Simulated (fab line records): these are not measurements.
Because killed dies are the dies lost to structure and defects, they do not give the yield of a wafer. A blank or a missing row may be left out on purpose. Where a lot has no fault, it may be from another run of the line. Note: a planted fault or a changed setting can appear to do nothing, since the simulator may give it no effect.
fab line records	flow n5Finfet
[record] lots = 24	wafers = 72	lastDay = 17
route steps=1938 shown BEOL_M14@1748 BEOL_M15@1786 MIM_TOP@1835
lots that met no fault: from a run of the same line without faults
startH: hours from the record's opening day to when the first of the lot's shown wafers began	waitH: time in hours since the lot's previous step	" same as the row above	L1.1+2: a single row standing in for several wafers	- no value present, or no start provided	* or withheld: withheld	< > ~ a bound
route shown NAME@n: a module of which the file shows steps, and the number in the route of the first	usual: the fault-free wafers' mean and standard deviation	same: alike in all rows	chamber/n: place in a boat	sites: each site's reading	_std_site: the values' standard deviation	_edge_site: the outer-site mean with the inner-site mean subtracted	radiusMm: how far each site lies from the wafer's centre	mask NAME#n: copy n	behind: the tool/chamber that last shaped the wafer	hold: reason for holding the lot/hours on hold/outcome of the hold	device: the transistor (n, p or np) that didn't switch	end of line: the same wafers' tests at the end of the route	for a step that has no rows: nothing shown but its recipe	killed: at the first sort, the dies lost to defects and structure; wafer yield is something else	map: a wafer's dies, x killed, . not, _ none there
set.NAME: the setting the step ran with; set.NAME@STEP: the setting that earlier step ran with	model.NAME: the simulator's own value behind a step, which no gauge read
steps of the route over a sample of lots; a table a step, a row a wafer
services: when a tool's chamber went out of use (startH, in hours from the record's first day, below 0 if earlier), for how many hours, and the reason
[[steps]]
[step N5_BEOL_M14_INSPECT_30]
[recipe] mode = adi	inspectInstrument = macro
[usual] rawDefectCount = 2.1/1.4
lot.wafer	tool	chamber	startH	waitH	rawDefectCount
L076.1	defectInspect-02	-	251.19	0.0	3
L076.2	"	-	"	"	1
L076.5	"	-	"	"	2
L074.2	defectInspect-02	-	253.60	0.0	3
L074.3	"	-	"	"	2
L074.5	"	-	"	"	1
L075.2	defectInspect-02	-	259.01	0.2	1
L075.3	"	-	"	"	0
L075.4	"	-	"	"	2
L077.1	defectInspect-02	-	271.07	0.0	4
L077.2	"	-	"	"	1
L077.3	"	-	"	"	1
L078.2	defectInspect-02	-	273.99	0.0	1
L078.3	"	-	"	"	2
L078.6	"	-	"	"	1
L079.1	defectInspect-02	-	281.23	0.0	4
L079.4	"	-	"	"	1
L079.5	"	-	"	"	4
L080.2	defectInspect-02	-	284.96	0.0	6
L080.3	"	-	"	"	1
L080.6	"	-	"	"	2
L081.1	defectInspect-02	-	295.49	0.0	3
L081.3	"	-	"	"	4
L081.6	"	-	"	"	2
L083.1	defectInspect-01	-	300.39	0.0	3
L083.2	"	-	"	"	1
L083.6	"	-	"	"	3
L082.2	defectInspect-02	-	301.52	0.0	0
L082.3	"	-	"	"	3
L082.5	"	-	"	"	2
L084.2	defectInspect-01	-	307.05	0.0	7
L084.3	"	-	"	"	5
L084.6	"	-	"	"	1
L085.1	defectInspect-01	-	332.53	0.0	2
L085.2	"	-	"	"	1
L085.3	"	-	"	"	4
L086.3	defectInspect-01	-	333.37	0.0	2
L086.5	"	-	"	"	3
L086.6	"	-	"	"	2
L088.1	defectInspect-02	-	333.81	0.0	3
L088.4	"	-	"	"	4
L088.5	"	-	"	"	1
L091.2	defectInspect-01	-	334.35	0.0	2
L091.3	"	-	"	"	2
L091.6	"	-	"	"	3
L087.3	defectInspect-02	-	336.23	0.0	3
L087.4	"	-	"	"	2
L087.5	"	-	"	"	3
L090.3	defectInspect-02	-	342.55	0.0	2
L090.4	"	-	"	"	7
L090.5	"	-	"	"	4
L089.1	defectInspect-01	-	345.77	0.0	1
L089.2	"	-	"	"	2
L089.6	"	-	"	"	0
L094.1	defectInspect-02	-	366.26	0.0	1
L094.2	"	-	"	"	3
L094.4	"	-	"	"	1
L092.1	defectInspect-01	-	367.77	0.0	1
L092.2	"	-	"	"	0
L092.5	"	-	"	"	1
L095.1	defectInspect-01	-	370.93	0.0	2
L095.3	"	-	"	"	4
L095.6	"	-	"	"	0
L093.1	defectInspect-01	-	371.23	0.0	4
L093.2	"	-	"	"	2
L093.5	"	-	"	"	1
L096.2	defectInspect-02	-	383.80	0.0	1
L096.5	"	-	"	"	2
L096.6	"	-	"	"	1
L097.1	defectInspect-01	-	384.87	0.0	3
L097.4	"	-	"	"	2
L097.6	"	-	"	"	6
[step N5_BEOL_M15_DESCUM_15]
[recipe] chemistry = O2	timeS = 7.9	sourcePowerW = 50	biasPowerW = 20	pressureMtorr = 20	rfFrequencyHz = 2.712e+07	tempC = 40	o2FlowSccm = 225
[usual] drypumpMotorCurrentA = 5.7/0.39	oesProductAu = 0.79/0.064	rfFwdPowerW = 49.42/0.22	rfVppV = 243.6/1.4	showerheadPlenumPTorr = 2.12/0.075	tempC = 39.98/0.11	throttleValvePct = 20.45/0.2
lot.wafer	tool	chamber	startH	waitH	drypumpMotorCurrentA	oesProductAu	rfFwdPowerW	rfHoursCounterH	rfVppV	showerheadPlenumPTorr	tempC	throttleValvePct
L076.1	rieDiel-05	0	257.54	0.4	5.9	0.90	49.19	32	243.6	2.15	40.11	20.49
L076.2	"	1	"	"	6.1	0.77	49.52	132	241.7	2.02	39.77	20.57
L076.5	"	3	"	"	6.2	0.70	49.67	-	245.2	2.13	40.00	20.36
L074.2	rieDiel-01	0	257.56	0.1	6.1	0.71	49.80	207	243.2	2.16	40.23	20.44
L074.3	"	1	"	"	6.3	0.81	49.35	90	242.8	2.01	40.03	20.10
L074.5	"	1	"	"	6.3	0.81	49.56	-	243.0	2.02	40.03	20.10
L075.2	rieDiel-05	1	263.81	0.4	6.1	0.76	49.76	134	241.6	2.02	39.95	20.58
L075.3	"	3	"	"	6.2	0.71	49.34	248	244.9	2.13	39.97	20.36
L075.4	"	0	"	"	5.9	0.90	49.41	34	244.4	2.15	40.01	20.47
L077.1	rieDiel-04	1	277.49	0.1	5.8	0.82	49.41	80	245.8	2.20	39.85	20.51
L077.2	"	2	"	"	5.6	0.88	49.43	35	244.7	2.22	39.99	20.06
L077.3	"	0	"	"	5.1	0.73	49.12	187	243.4	2.08	40.18	20.38
L078.2	rieDiel-04	1	278.48	0.8	5.9	0.82	49.10	81	244.1	2.21	39.77	20.54
L078.3	"	3	"	"	5.7	0.89	49.45	30	246.0	2.24	39.85	20.41
L078.6	"	0	"	"	5.1	0.74	49.48	-	244.6	2.08	40.04	20.37
L079.1	rieDiel-05	2	286.50	0.0	5.3	0.77	49.27	140	244.4	2.10	40.06	20.67
L079.4	"	2	"	"	5.3	0.76	49.03	-	244.2	2.10	40.18	20.68
L079.5	"	1	"	"	6.1	0.76	49.62	-	243.0	2.02	39.98	20.59
L080.2	rieDiel-05	1	289.84	0.0	6.1	0.76	49.49	143	243.4	2.02	39.93	20.59
L080.3	"	2	"	"	5.3	0.77	49.13	141	243.4	2.10	39.82	20.69
L080.6	"	2	"	"	5.3	0.76	49.17	-	242.5	2.10	39.86	20.68
L081.1	rieDiel-05	1	301.33	0.0	6.1	0.76	49.63	147	243.0	2.01	39.94	20.62
L081.3	"	2	"	"	5.3	0.77	49.20	146	243.2	2.10	40.01	20.70
L081.6	"	1	"	"	6.1	0.75	49.67	-	242.2	2.01	39.96	20.58
L083.1	rieDiel-04	1	305.12	0.0	5.8	0.81	49.30	88	245.3	2.20	40.02	20.52
L083.2	"	2	"	"	5.6	0.87	49.47	44	245.4	2.21	39.93	20.09
L083.6	"	2	"	"	5.6	0.87	49.67	-	243.8	2.21	39.85	20.07
L082.2	rieDiel-04	1	305.53	0.1	5.8	0.81	49.31	89	244.3	2.20	40.13	20.53
L082.3	"	2	"	"	5.6	0.86	49.43	44	245.5	2.21	39.94	20.08
L082.5	"	0	"	"	5.1	0.73	49.34	-	244.4	2.07	40.13	20.39
L084.2	rieDiel-04	1	312.26	0.0	5.9	0.81	49.18	90	244.7	2.20	40.13	20.53
L084.3	"	2	"	"	5.6	0.86	49.51	46	244.0	2.21	39.75	20.08
L084.6	"	2	"	"	5.6	0.86	49.67	-	245.3	2.21	39.92	20.08
L085.1	rieDiel-04	3	336.97	0.0	5.7	0.86	49.35	46	245.5	2.24	40.05	20.44
L085.2	"	2	"	"	5.6	0.85	49.52	54	244.0	2.21	39.93	20.11
L085.3	"	1	"	"	5.9	0.80	49.39	98	244.2	2.20	39.96	20.56
L086.3	rieDiel-01	2	339.05	0.0	5.2	0.76	49.31	154	241.7	2.02	40.11	20.68
L086.5	"	3	"	"	6.0	0.74	49.18	-	243.2	2.08	40.04	20.37
L086.6	"	0	"	"	6.0	0.70	49.77	-	243.3	2.15	39.76	20.50
L088.1	rieDiel-04	2	339.44	0.0	5.6	0.85	49.42	55	244.7	2.21	39.94	20.10
L088.4	"	1	"	"	5.8	0.79	49.46	99	242.9	2.20	40.05	20.54
L088.5	"	2	"	"	5.6	0.85	49.52	-	244.5	2.21	40.04	20.09
L091.2	rieDiel-01	3	340.44	0.3	6.0	0.74	49.21	204	243.6	2.08	39.89	20.37
L091.3	"	1	"	"	6.4	0.78	49.12	117	241.8	2.01	40.20	20.13
L091.6	"	0	"	"	6.1	0.71	49.54	-	242.3	2.15	39.97	20.49
L087.3	rieDiel-04	0	340.49	0.3	5.1	0.72	49.29	205	243.1	2.07	39.85	20.39
L087.4	"	1	"	"	5.8	0.81	49.69	100	244.7	2.20	40.00	20.55
L087.5	"	0	"	"	5.1	0.72	49.55	-	243.0	2.07	40.08	20.41
L090.3	rieDiel-05	2	347.82	0.0	5.3	0.74	49.41	160	243.6	2.09	40.07	20.71
L090.4	"	0	"	"	5.9	0.86	49.16	64	243.3	2.14	39.94	20.52
L090.5	"	1	"	"	6.1	0.74	49.68	-	240.9	2.01	39.90	20.61
L089.1	rieDiel-01	3	354.02	0.0	6.0	0.73	49.24	209	243.1	2.07	39.97	20.37
L089.2	"	0	"	"	6.1	0.69	49.80	238	243.8	2.15	40.00	20.50
L089.6	"	3	"	"	6.0	0.73	49.33	-	242.6	2.07	39.91	20.39
L094.1	rieDiel-05	1	369.76	0.0	6.1	0.74	49.82	168	242.6	2.01	39.89	20.62
L094.2	"	2	"	"	5.3	0.74	48.88	167	243.0	2.09	40.06	20.72
L094.4	"	3	"	"	6.2	0.93	49.46	20	244.8	2.12	40.01	20.00
L092.1	rieDiel-05	0	373.01	0.1	5.9	0.83	49.09	72	244.8	2.13	39.78	20.54
L092.2	"	1	"	"	6.1	0.73	49.57	169	240.9	2.01	40.22	20.63
L092.5	"	2	"	"	5.3	0.73	49.08	-	244.2	2.09	40.04	20.71
L095.1	rieDiel-04	1	375.48	0.0	5.9	0.79	49.56	112	244.3	2.19	40.10	20.57
L095.3	"	0	"	"	5.1	0.72	49.62	213	245.0	2.07	39.99	20.41
L095.6	"	0	"	"	5.1	0.71	49.81	-	242.8	2.07	39.76	20.41
L093.1	rieDiel-05	1	376.33	0.0	6.1	0.74	49.59	171	242.3	2.01	40.01	20.63
L093.2	"	2	"	"	5.3	0.74	49.21	169	242.3	2.09	39.87	20.73
L093.5	"	2	"	"	5.3	0.74	49.03	-	242.7	2.09	40.27	20.73
L096.2	rieDiel-01	1	389.79	0.0	6.3	0.77	49.28	133	242.1	2.00	39.99	20.18
L096.5	"	3	"	"	6.0	0.72	49.03	-	242.5	2.07	39.96	20.40
L096.6	"	2	"	"	5.2	0.74	49.43	-	242.3	2.02	40.04	20.70
L097.1	rieDiel-05	3	389.95	0.0	6.2	0.92	49.46	27	244.7	2.12	39.93	20.01
L097.4	"	2	"	"	5.3	0.73	49.14	174	241.1	2.09	40.04	20.73
L097.6	"	1	"	"	6.2	0.74	49.74	-	241.5	2.01	40.10	20.65
[step N5_BEOL_M15_TRENCH_ETCH_34]
[recipe] chemistry = C4F8/O2/Ar	target = SiO2	targetDepthA = 8729.3	heInnerTorr = 15	heOuterTorr = 30	timeS = 199	ionEnergyEv = 800	pressureMtorr = 20	sourceW = 1905	biasW = 2040	Ar_flow_sccm = 400	C4F8_flow_sccm = 16	O2_flow_sccm = 12
[usual] drypumpMotorCurrentA = 5.7/0.38	mfcArSccm = 399.8/1.2	oes_ar_750_au = 0.79/0.056	oesProductAu = 0.79/0.064	rfFwdPowerW = 1900/6.5	rfVppV = 2219/37	showerheadPlenumPTorr = 3.49/0.11	throttleValvePct = 30.89/0.19
lot.wafer	tool	chamber	startH	waitH	drypumpMotorCurrentA	mfcArSccm	oes_ar_750_au	oesProductAu	rfFwdPowerW	rfHoursCounterH	rfVppV	showerheadPlenumPTorr	throttleValvePct
L076.1	rieDiel-05	3	259.31	0.0	6.2	400.4	0.70	0.70	1900	246	2164	3.50	30.67
L076.2	"	1	"	"	6.2	399.2	0.78	0.76	1903	133	2204	3.34	31.19
L076.5	"	1	"	"	6.1	400.0	0.77	0.76	1905	-	2204	3.34	31.17
L074.2	rieDiel-04	1	259.37	0.0	5.9	398.8	0.84	0.84	1901	75	2232	3.60	31.02
L074.3	"	3	"	"	5.7	399.1	0.87	0.90	1900	23	2240	3.63	30.80
L074.5	"	1	"	"	5.9	399.8	0.83	0.83	1898	-	2231	3.61	31.03
L075.2	rieDiel-04	1	265.57	0.0	5.9	398.2	0.83	0.83	1903	77	2230	3.60	31.03
L075.3	"	3	"	"	5.7	400.7	0.87	0.89	1901	26	2239	3.63	30.78
L075.4	"	3	"	"	5.7	399.7	0.87	0.88	1898	-	2240	3.63	30.79
L077.1	rieDiel-04	1	279.66	0.0	5.9	399.8	0.82	0.82	1893	82	2231	3.60	31.04
L077.2	"	0	"	"	5.1	400.3	0.74	0.74	1878	188	2167	3.43	30.91
L077.3	"	2	"	"	5.6	400.5	0.85	0.88	1896	37	2262	3.64	30.58
L078.2	rieDiel-05	2	280.04	0.0	5.3	399.0	0.76	0.76	1892	137	2286	3.43	30.99
L078.3	"	0	"	"	5.9	401.2	0.86	0.86	1893	39	2252	3.49	30.90
L078.6	"	0	"	"	5.9	400.4	0.86	0.86	1894	-	2251	3.49	30.89
L079.1	rieDiel-04	2	288.21	0.0	5.6	398.6	0.84	0.87	1889	39	2262	3.63	30.58
L079.4	"	1	"	"	5.8	398.5	0.82	0.81	1901	84	2229	3.60	31.04
L079.5	"	3	"	"	5.7	400.5	0.86	0.88	1903	-	2241	3.63	30.81
L080.2	rieDiel-01	0	291.55	0.0	6.0	400.3	0.71	0.71	1898	218	2227	3.52	30.79
L080.3	"	1	"	"	6.3	399.0	0.78	0.78	1904	102	2171	3.34	30.81
L080.6	"	2	"	"	5.2	400.5	0.77	0.77	1902	-	2181	3.33	31.18
L081.1	rieDiel-04	3	303.09	0.0	5.7	401.4	0.85	0.87	1899	37	2240	3.62	30.82
L081.3	"	0	"	"	5.1	399.5	0.74	0.73	1904	194	2168	3.42	30.91
L081.6	"	0	"	"	5.1	398.0	0.74	0.73	1895	-	2167	3.42	30.91
L083.1	rieDiel-05	1	307.01	0.0	6.1	398.2	0.77	0.75	1903	150	2203	3.33	31.20
L083.2	"	0	"	"	5.9	400.3	0.84	0.85	1882	50	2252	3.48	30.92
L083.6	"	0	"	"	6.0	400.0	0.84	0.85	1883	-	2250	3.48	30.92
L082.2	rieDiel-01	2	307.21	0.0	5.2	398.6	0.76	0.77	1896	147	2180	3.33	31.21
L082.3	"	0	"	"	6.1	399.3	0.71	0.70	1901	223	2226	3.52	30.78
L082.5	"	0	"	"	6.1	399.9	0.72	0.71	1897	-	2225	3.52	30.80
L084.2	rieDiel-04	3	314.39	0.0	5.7	399.0	0.84	0.86	1905	41	2240	3.62	30.83
L084.3	"	2	"	"	5.6	397.9	0.84	0.85	1905	47	2261	3.63	30.58
L084.6	"	2	"	"	5.6	397.8	0.84	0.86	1908	-	2261	3.63	30.60
L085.1	rieDiel-04	1	338.77	0.0	5.8	400.1	0.81	0.80	1908	99	2229	3.59	31.05
L085.2	"	2	"	"	5.5	399.4	0.82	0.86	1907	55	2259	3.63	30.60
L085.3	"	0	"	"	5.1	401.0	0.73	0.72	1900	204	2165	3.42	30.92
L086.3	rieDiel-01	1	340.93	0.0	6.3	399.3	0.76	0.77	1888	118	2170	3.33	30.83
L086.5	"	3	"	"	6.0	399.0	0.73	0.72	1894	-	2204	3.44	30.88
L086.6	"	0	"	"	6.1	398.2	0.70	0.70	1897	-	2224	3.51	30.80
L088.1	rieDiel-04	0	341.08	0.0	5.1	400.1	0.72	0.71	1905	205	2166	3.42	30.91
L088.4	"	3	"	"	5.7	399.9	0.83	0.85	1905	48	2239	3.62	30.82
L088.5	"	0	"	"	5.1	400.1	0.73	0.72	1902	-	2165	3.42	30.91
L091.2	rieDiel-05	2	342.03	0.0	5.3	399.2	0.74	0.74	1905	159	2285	3.42	31.00
L091.3	"	3	"	"	6.3	400.3	0.93	0.95	1901	12	2162	3.49	30.44
L091.6	"	1	"	"	6.1	400.9	0.75	0.74	1900	-	2202	3.33	31.19
L087.3	rieDiel-04	0	342.06	0.0	5.1	398.8	0.73	0.73	1910	206	2166	3.42	30.94
L087.4	"	1	"	"	5.9	399.1	0.81	0.80	1892	101	2230	3.59	31.05
L087.5	"	3	"	"	5.7	400.6	0.82	0.85	1898	-	2239	3.62	30.83
L090.3	rieDiel-04	2	349.37	0.0	5.6	397.4	0.83	0.84	1894	58	2260	3.62	30.58
L090.4	"	3	"	"	5.7	401.0	0.82	0.85	1905	-	2237	3.62	30.83
L090.5	"	2	"	"	5.6	398.1	0.82	0.84	1908	-	2260	3.62	30.60
L089.1	rieDiel-01	1	355.93	0.0	6.3	401.0	0.76	0.77	1901	122	2169	3.33	30.83
L089.2	"	2	"	"	5.2	399.2	0.75	0.75	1902	159	2178	3.32	31.21
L089.6	"	3	"	"	6.0	399.5	0.73	0.72	1900	-	2205	3.43	30.89
L094.1	rieDiel-01	0	371.43	0.0	6.1	400.2	0.70	0.70	1903	243	2224	3.50	30.81
L094.2	"	3	"	"	6.0	401.5	0.72	0.72	1904	214	2204	3.43	30.90
L094.4	"	2	"	"	5.2	401.5	0.75	0.75	1898	164	2179	3.32	31.22
L092.1	rieDiel-04	0	374.81	0.0	5.1	397.9	0.72	0.71	1901	213	2166	3.41	30.93
L092.2	"	1	"	"	5.9	399.2	0.79	0.79	1904	112	2230	3.58	31.04
L092.5	"	0	"	"	5.1	399.9	0.73	0.71	1898	-	2166	3.41	30.92
L095.1	rieDiel-05	1	377.03	0.0	6.1	401.0	0.74	0.74	1895	171	2202	3.32	31.23
L095.3	"	3	"	"	6.2	399.8	0.91	0.92	1898	23	2163	3.48	30.43
L095.6	"	1	"	"	6.1	399.6	0.74	0.74	1898	-	2203	3.32	31.22
L093.1	rieDiel-05	2	378.00	0.0	5.3	400.4	0.74	0.74	1896	170	2282	3.41	31.01
L093.2	"	1	"	"	6.1	401.4	0.74	0.74	1910	171	2201	3.32	31.22
L093.5	"	3	"	"	6.2	398.7	0.92	0.93	1910	-	2164	3.48	30.43
L096.2	rieDiel-05	0	393.49	0.0	5.9	399.4	0.81	0.81	1892	78	2249	3.47	30.94
L096.5	"	3	"	"	6.2	398.4	0.90	0.92	1901	-	2162	3.48	30.42
L096.6	"	0	"	"	5.9	400.3	0.80	0.81	1898	-	2249	3.47	30.94
L097.1	rieDiel-01	1	393.53	0.0	6.3	399.1	0.75	0.76	1890	135	2170	3.33	30.85
L097.4	"	0	"	"	6.1	400.1	0.70	0.69	1898	250	2223	3.50	30.83
L097.6	"	0	"	"	6.1	400.0	0.69	0.69	1904	-	2224	3.50	30.84
[step N5_BEOL_M15_SPUTTER_45]
[recipe] material = Cu	targetThkA = 1000	tempC = -20	biasV = 60	powerW = 26000	chamberPressurePa = 0.13	timeS = 16.67
[usual] biasV = 60.0/0.6	throttleValvePct = 30.1/0.67
lot.wafer	tool	chamber	startH	waitH	biasV	throttleValvePct
L076.1	pvdSputter-03	-	260.79	0.0	61.1	28.6
L076.2	"	-	"	"	59.2	30.6
L076.5	"	-	"	"	59.9	29.8
L074.2	pvdSputter-02	-	264.24	0.0	59.2	30.9
L074.3	"	-	"	"	60.7	29.2
L074.5	"	-	"	"	59.5	30.3
L075.2	pvdSputter-01	-	268.04	0.0	60.2	30.4
L075.3	"	-	"	"	59.9	30.3
L075.4	"	-	"	"	59.8	29.8
L077.1	pvdSputter-03	-	282.34	0.0	60.3	30.6
L077.2	"	-	"	"	59.2	28.9
L077.3	"	-	"	"	60.2	29.9
L078.2	pvdSputter-03	-	282.78	0.0	59.0	30.9
L078.3	"	-	"	"	59.2	30.8
L078.6	"	-	"	"	60.3	30.9
L079.1	pvdSputter-01	-	293.26	0.0	60.1	30.0
L079.4	"	-	"	"	58.9	30.6
L079.5	"	-	"	"	59.6	30.4
L080.2	pvdSputter-01	-	294.36	0.0	59.5	29.4
L080.3	"	-	"	"	60.8	30.5
L080.6	"	-	"	"	59.5	29.7
L081.1	pvdSputter-02	-	305.77	0.0	60.7	30.3
L081.3	"	-	"	"	59.8	31.1
L081.6	"	-	"	"	60.6	30.2
L083.1	pvdSputter-01	-	309.66	0.0	60.4	30.1
L083.2	"	-	"	"	58.8	30.5
L083.6	"	-	"	"	60.3	30.0
L082.2	pvdSputter-02	-	310.02	0.0	59.5	30.3
L082.3	"	-	"	"	60.0	29.1
L082.5	"	-	"	"	59.3	30.0
L084.2	pvdSputter-03	-	316.41	0.0	60.5	30.7
L084.3	"	-	"	"	60.1	30.0
L084.6	"	-	"	"	59.0	28.7
L085.1	pvdSputter-03	-	342.65	0.0	59.5	28.7
L085.2	"	-	"	"	59.5	30.7
L085.3	"	-	"	"	59.2	29.9
L086.3	pvdSputter-03	-	343.17	0.0	59.2	30.1
L086.5	"	-	"	"	59.9	28.9
L086.6	"	-	"	"	58.5	30.0
L088.1	pvdSputter-02	-	345.09	0.0	60.5	30.0
L088.4	"	-	"	"	59.6	30.2
L088.5	"	-	"	"	60.2	29.3
L091.2	pvdSputter-01	-	345.36	0.0	60.2	29.9
L091.3	"	-	"	"	59.2	30.3
L091.6	"	-	"	"	59.4	30.5
L087.3	pvdSputter-03	-	345.81	0.0	60.5	30.8
L087.4	"	-	"	"	60.0	30.8
L087.5	"	-	"	"	59.6	30.7
L090.3	pvdSputter-02	-	352.26	0.0	59.2	30.4
L090.4	"	-	"	"	60.9	30.9
L090.5	"	-	"	"	60.7	29.4
L089.1	pvdSputter-01	-	358.45	0.0	59.2	29.8
L089.2	"	-	"	"	59.6	30.4
L089.6	"	-	"	"	60.0	29.5
L094.1	pvdSputter-01	-	373.68	0.0	60.6	30.7
L094.2	"	-	"	"	60.9	30.7
L094.4	"	-	"	"	61.5	29.6
L092.1	pvdSputter-01	-	380.59	0.0	61.5	29.3
L092.2	"	-	"	"	59.8	29.8
L092.5	"	-	"	"	60.6	29.4
L095.1	pvdSputter-02	-	380.64	0.0	59.4	28.9
L095.3	"	-	"	"	60.6	29.9
L095.6	"	-	"	"	60.1	29.1
L093.1	pvdSputter-02	-	381.00	0.0	60.9	30.3
L093.2	"	-	"	"	59.7	29.1
L093.5	"	-	"	"	59.4	30.4
L096.2	pvdSputter-03	-	395.93	0.0	59.3	30.9
L096.5	"	-	"	"	61.0	30.6
L096.6	"	-	"	"	60.3	30.8
L097.1	pvdSputter-02	-	395.97	0.0	59.8	29.3
L097.4	"	-	"	"	60.0	30.8
L097.6	"	-	"	"	60.4	30.3
[step N5_BEOL_M15_THK_MEAS_50]
[recipe] thkMeasGauge = xrf	reads = Cu_of_BEOL_M15_ECD_47
[usual] M15_THK = 839/17
lot.wafer	tool	chamber	startH	waitH	M15_THK[nm]
L076.1	filmMetro-02	-	261.74	-	834
L076.2	"	-	"	"	831
L076.5	"	-	"	"	831
L074.2	filmMetro-02	-	265.20	-	848
L074.3	"	-	"	"	853
L074.5	"	-	"	"	845
L075.2	filmMetro-02	-	268.99	-	842
L075.3	"	-	"	"	852
L075.4	"	-	"	"	853
L077.1	filmMetro-02	-	283.29	-	859
L077.2	"	-	"	"	859
L077.3	"	-	"	"	862
L078.2	filmMetro-01	-	283.73	-	826
L078.3	"	-	"	"	808
L078.6	"	-	"	"	799
L079.1	filmMetro-01	-	294.21	-	861
L079.4	"	-	"	"	841
L079.5	"	-	"	"	864
L080.2	filmMetro-01	-	295.31	-	819
L080.3	"	-	"	"	827
L080.6	"	-	"	"	815
L081.1	filmMetro-02	-	306.79	-	863
L081.3	"	-	"	"	850
L081.6	"	-	"	"	860
L083.1	filmMetro-02	-	311.70	-	831
L083.2	"	-	"	"	816
L083.6	"	-	"	"	817
L082.2	filmMetro-02	-	312.42	-	832
L082.3	"	-	"	"	822
L082.5	"	-	"	"	825
L084.2	filmMetro-02	-	317.65	-	858
L084.3	"	-	"	"	849
L084.6	"	-	"	"	864
L085.1	filmMetro-02	-	343.61	-	851
L085.2	"	-	"	"	859
L085.3	"	-	"	"	853
L086.3	filmMetro-01	-	344.14	-	828
L086.5	"	-	"	"	819
L086.6	"	-	"	"	826
L088.1	filmMetro-01	-	346.07	-	830
L088.4	"	-	"	"	854
L088.5	"	-	"	"	831
L091.2	filmMetro-02	-	346.37	-	839
L091.3	"	-	"	"	861
L091.6	"	-	"	"	839
L087.3	filmMetro-01	-	346.76	-	853
L087.4	"	-	"	"	845
L087.5	"	-	"	"	856
L090.3	filmMetro-01	-	353.59	-	849
L090.4	"	-	"	"	848
L090.5	"	-	"	"	842
L089.1	filmMetro-01	-	359.40	-	825
L089.2	"	-	"	"	823
L089.6	"	-	"	"	822
L094.1	filmMetro-02	-	374.63	-	833
L094.2	"	-	"	"	816
L094.4	"	-	"	"	832
L092.1	filmMetro-01	-	381.55	-	831
L092.2	"	-	"	"	833
L092.5	"	-	"	"	835
L095.1	filmMetro-02	-	381.59	-	852
L095.3	"	-	"	"	863
L095.6	"	-	"	"	853
L093.1	filmMetro-02	-	382.15	-	849
L093.2	"	-	"	"	848
L093.5	"	-	"	"	869
L096.2	filmMetro-01	-	396.88	-	815
L096.5	"	-	"	"	856
L096.6	"	-	"	"	805
L097.1	filmMetro-01	-	397.03	-	822
L097.4	"	-	"	"	834
L097.6	"	-	"	"	828
[step N5_MIM_TOP_ALD_01]
[recipe] material = HfO2	targetThkA = 56	tempC = withheld	aldPrecursorFamily = Hf-amide	aldCoReactant = O3	pulseTimeS = 1	purgeTimeS = 3	coReactantPurgeTimeS = 2	coReactantPulseTimeS = 3	aldCycles = 62
[usual] precursorPulseHeightRel = 1.003/0.019
[same] pulseTimeS = 1
lot.wafer	tool	chamber	startH	waitH	precursorPulseHeightRel
L076.1	aldHk-01	3	-	-	0.991
L076.2	"	0	"	"	1.015
L076.5	"	0	"	"	1.024
L074.2	aldHk-02	0	-	-	0.996
L074.3	"	2	"	"	0.989
L074.5	"	1	"	"	1.008
L075.2	aldHk-01	2	-	-	0.994
L075.3	"	3	"	"	1.028
L075.4	"	0	"	"	1.028
L077.1	aldHk-03	3	-	-	1.021
L077.2	"	0	"	"	0.965
L077.3	"	2	"	"	1.012
L078.2	aldHk-01	3	-	-	1.006
L078.3	"	1	"	"	1.033
L078.6	"	0	"	"	0.969
L079.1	aldHk-01	1	-	-	0.991
L079.4	"	3	"	"	1.012
L079.5	"	0	"	"	0.990
L080.2	aldHk-01	3	-	-	1.040
L080.3	"	0	"	"	1.016
L080.6	"	0	"	"	0.999
L081.1	aldHk-01	0	-	-	0.996
L081.3	"	1	"	"	0.999
L081.6	"	1	"	"	1.006
L083.1	aldHk-01	2	-	-	1.025
L083.2	"	1	"	"	0.993
L083.6	"	3	"	"	0.976
L082.2	aldHk-03	1	-	-	0.994
L082.3	"	0	"	"	1.011
L082.5	"	0	"	"	1.009
L084.2	aldHk-01	1	-	-	0.980
L084.3	"	3	"	"	1.017
L084.6	"	2	"	"	1.013
L085.1	aldHk-02	2	-	-	0.981
L085.2	"	1	"	"	0.995
L085.3	"	3	"	"	1.028
L086.3	aldHk-03	0	-	-	1.010
L086.5	"	0	"	"	1.005
L086.6	"	1	"	"	0.980
L088.1	aldHk-02	2	-	-	0.997
L088.4	"	1	"	"	0.968
L088.5	"	3	"	"	0.984
L091.2	aldHk-03	0	-	-	1.000
L091.3	"	1	"	"	0.982
L091.6	"	0	"	"	1.007
L087.3	aldHk-02	0	-	-	1.000
L087.4	"	1	"	"	0.990
L087.5	"	3	"	"	0.965
L090.3	aldHk-01	0	-	-	1.049
L090.4	"	3	"	"	1.014
L090.5	"	2	"	"	1.007
L089.1	aldHk-01	3	-	-	1.022
L089.2	"	1	"	"	0.977
L089.6	"	2	"	"	1.024
L094.1	aldHk-01	1	-	-	0.998
L094.2	"	3	"	"	1.041
L094.4	"	0	"	"	0.983
L092.1	aldHk-03	0	-	-	1.033
L092.2	"	3	"	"	0.985
L092.5	"	0	"	"	1.009
L095.1	aldHk-02	0	-	-	0.986
L095.3	"	2	"	"	0.988
L095.6	"	1	"	"	1.026
L093.1	aldHk-02	0	-	-	1.002
L093.2	"	2	"	"	0.989
L093.5	"	2	"	"	1.021
L096.2	aldHk-03	2	-	-	0.979
L096.5	"	1	"	"	0.986
L096.6	"	2	"	"	1.004
L097.1	aldHk-02	1	-	-	0.969
L097.4	"	2	"	"	1.019
L097.6	"	1	"	"	0.996
[[services]]
tool	chamber	startH	hours	kind
rieDiel-04	2	233.69	4.1	repair
aldHk-02	-	249.49	3.3	repair
rieDiel-04	2	252.40	19.3	repair
rieDiel-05	3	276.30	-	clean
rieDiel-05	3	276.30	-	consumableReplace:focusRing
rieDiel-05	3	276.30	31.9	scheduledDown
rieDiel-05	3	276.30	31.9	ventCycle
aldHk-02	-	281.73	11.3	repair
aldHk-02	-	296.12	28.1	pm
rieDiel-01	2	332.04	7.0	repair
aldHk-01	-	342.77	8.7	pm
rieDiel-04	0	346.38	11.2	repair
rieDiel-04	3	371.15	9.9	repair
rieDiel-01	2	377.93	5.7	repair
rieDiel-01	0	393.68	-	clean
rieDiel-01	0	393.68	-	consumableReplace:focusRing
[[key]]
fault none
